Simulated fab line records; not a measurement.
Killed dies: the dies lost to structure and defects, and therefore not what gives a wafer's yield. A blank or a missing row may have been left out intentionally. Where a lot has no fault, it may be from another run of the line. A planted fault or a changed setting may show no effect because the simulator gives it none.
Shared-tool check | flow nand harc | Sampled: 11 lots, 33 wafers

## WHY IT WAS OPENED
On 3 of the 11 lots, a flag is raised at NHARC_A_SOURCE_PLATE_THK_MEAS_09 on the reading thk nm. No-fault wafers: 9.6 nm, standard deviation 0.92.
Rule: a lot is flagged when every wafer of it that has a number lies more than 4 standard deviations from that mean, or none has a number. As for the other lots, they are considered sound.

lot  | measured     | on            | thk nm (nm), wafer by wafer | flag
L713 | day 7 05:48  | film metro-01 | 11.1 9.1 9.1                |
L715 | day 7 17:11  | film metro-02 | 8.9 7.5 12.8                |
L718 | day 9 05:54  | film metro-02 | 8.5 10.2 10.5               |
L719 | day 9 12:29  | film metro-01 | 8.8 10.9 9.1                |
L722 | day 11 03:52 | film metro-02 | 8.4 9.4 9.1                 |
L723 | day 11 03:53 | film metro-01 | 9.1 9.0 9.3                 |
L727 | day 13 05:38 | film metro-02 | 8.8 9.2 9.5                 |
L728 | day 13 05:38 | film metro-01 | 7.7 10.5 9.4                |
L729 | day 13 22:35 | film metro-02 | 16.2 17.2 17.2              | FLAGGED
L731 | day 15 00:56 | film metro-02 | 16.9 15.4 15.1              | FLAGGED
L732 | day 15 04:38 | film metro-02 | 15.7 15.0 14.7              | FLAGGED
The mean of the flagged lots' numbers is 15.9 nm, +6.3 nm from the usual (+7 standard deviations).

## LOT BY LOT: THE TOOL USED
Before the reading, the record contains 3 process steps out of a 1302-step route. In each cell: the tool, then ch and the chambers that the sampled wafers went through, then the start.
lot  | flag    | NHARC_A_ZERO_WELL_ETCH_19          | NHARC_A_ZERO_WELL_ETCH_13        | NHARC_A_SOURCE_PLATE_OXIDE_02
L713 |         | rie diel-06 ch 2,3, day 6 21:17    | rie si-06 ch 1,2,3, day 6 21:26  | furnace-01 ch 0, day 7 01:46
L715 |         | rie diel-06 ch 0,1,2, day 7 10:37  | rie si-04 ch 0,1,3, day 7 10:46  | furnace-01 ch 0, day 7 13:07
L718 |         | rie diel-13 ch 0,2,3, day 8 21:22  | rie si-01 ch 1,2, day 8 21:28    | furnace-01 ch 0, day 9 01:49
L719 |         | rie diel-13 ch 0,3, day 9 03:01    | rie si-06 ch 0,1,2, day 9 03:07  | furnace-02 ch 0, day 9 08:28
L722 |         | rie diel-06 ch 1,2,3, day 10 19:49 | rie si-06 ch 0,1,2, day 10 19:56 | furnace-02 ch 0, day 10 23:48
L723 |         | rie diel-06 ch 0,1, day 10 18:53   | rie si-01 ch 0,2,3, day 10 19:01 | furnace-02 ch 0, day 10 23:48
L727 |         | rie diel-13 ch 1,3, day 12 21:48   | rie si-06 ch 0,1,3, day 12 21:56 | furnace-01 ch 0, day 13 01:29
L728 |         | rie diel-06 ch 0,2,3, day 12 23:28 | rie si-04 ch 0,2,3, day 12 23:36 | furnace-01 ch 0, day 13 01:29
L729 | FLAGGED | rie diel-06 ch 2,3, day 13 09:45   | rie si-01 ch 0,1, day 13 09:52   | furnace-08 ch 0, day 13 14:06 and furnace-02 ch 0, day 13 18:11
L731 | FLAGGED | rie diel-11 ch 0,1,2, day 14 03:05 | rie si-01 ch 0,2,3, day 14 03:13 | furnace-01 ch 0, day 14 13:21
L732 | FLAGGED | rie diel-13 ch 0,1, day 14 14:00   | rie si-01 ch 2,3, day 14 14:07   | furnace-02 ch 0, day 14 18:52
What these steps do:
- NHARC_A_ZERO_WELL_ETCH_19: etches the open film in N2/H2, target depth 80 nm, overetch 24 nm, time 87.88 s.
- NHARC_A_ZERO_WELL_ETCH_13: etches the open film in HBr/Cl2, target depth 120 nm, time 40.1 s.
- NHARC_A_SOURCE_PLATE_OXIDE_02: material SiO2, target thk 10 nm, ox time 1362 s.
- NHARC_A_SOURCE_PLATE_THK_MEAS_09: measures by ellipsometry.

## FLAGGED OVER TOTAL, TOOL BY TOOL (the gauges that took the reading come last)
step                             | tool          | lots run | flagged | share of the flagged lots | sound lots run after its first flagged lot
NHARC_A_ZERO_WELL_ETCH_19        | rie diel-06   | 6        | 1       | some                      | 0
NHARC_A_ZERO_WELL_ETCH_19        | rie diel-11   | 1        | 1       | some                      | 0
NHARC_A_ZERO_WELL_ETCH_19        | rie diel-13   | 4        | 1       | some                      | 0
NHARC_A_ZERO_WELL_ETCH_13        | rie si-01     | 5        | 3       | all                       | 0
NHARC_A_ZERO_WELL_ETCH_13        | rie si-04     | 2        | 0       | none                      | -
NHARC_A_ZERO_WELL_ETCH_13        | rie si-06     | 4        | 0       | none                      | -
NHARC_A_SOURCE_PLATE_OXIDE_02    | furnace-01    | 6        | 1       | some                      | 0
NHARC_A_SOURCE_PLATE_OXIDE_02    | furnace-02    | 5        | 2       | some                      | 0
NHARC_A_SOURCE_PLATE_OXIDE_02    | furnace-08    | 1        | 1       | some                      | 0
NHARC_A_SOURCE_PLATE_THK_MEAS_09 | film metro-01 | 4        | 0       | none                      | -
NHARC_A_SOURCE_PLATE_THK_MEAS_09 | film metro-02 | 7        | 3       | all                       | 0

## WHAT IS ALLOWED BY THE TABLE
rie si-01 at NHARC_A_ZERO_WELL_ETCH_13 and film metro-02 at NHARC_A_SOURCE_PLATE_THK_MEAS_09 are the 2 rows of the table that ran each flagged lot.
- rie si-01 at NHARC_A_ZERO_WELL_ETCH_13 ran 5 lots, 3 of them flagged. Last sound lot L723 at day 10 19:01, first flagged lot L729 at day 13 09:52; a fault beginning in between fits.
- film metro-02 at NHARC_A_SOURCE_PLATE_THK_MEAS_09 ran 7 lots, 3 of them flagged. Last sound lot L727 at day 13 05:38, first flagged lot L729 at day 13 22:35; a fault beginning in between fits.
A lot count leaves these 2 tools indistinguishable: every one of them fits a fault beginning at some hour. More lots, or a look at what each step does to the wafer, might.

## WHAT WAS PUT IN BY THE SIMULATOR
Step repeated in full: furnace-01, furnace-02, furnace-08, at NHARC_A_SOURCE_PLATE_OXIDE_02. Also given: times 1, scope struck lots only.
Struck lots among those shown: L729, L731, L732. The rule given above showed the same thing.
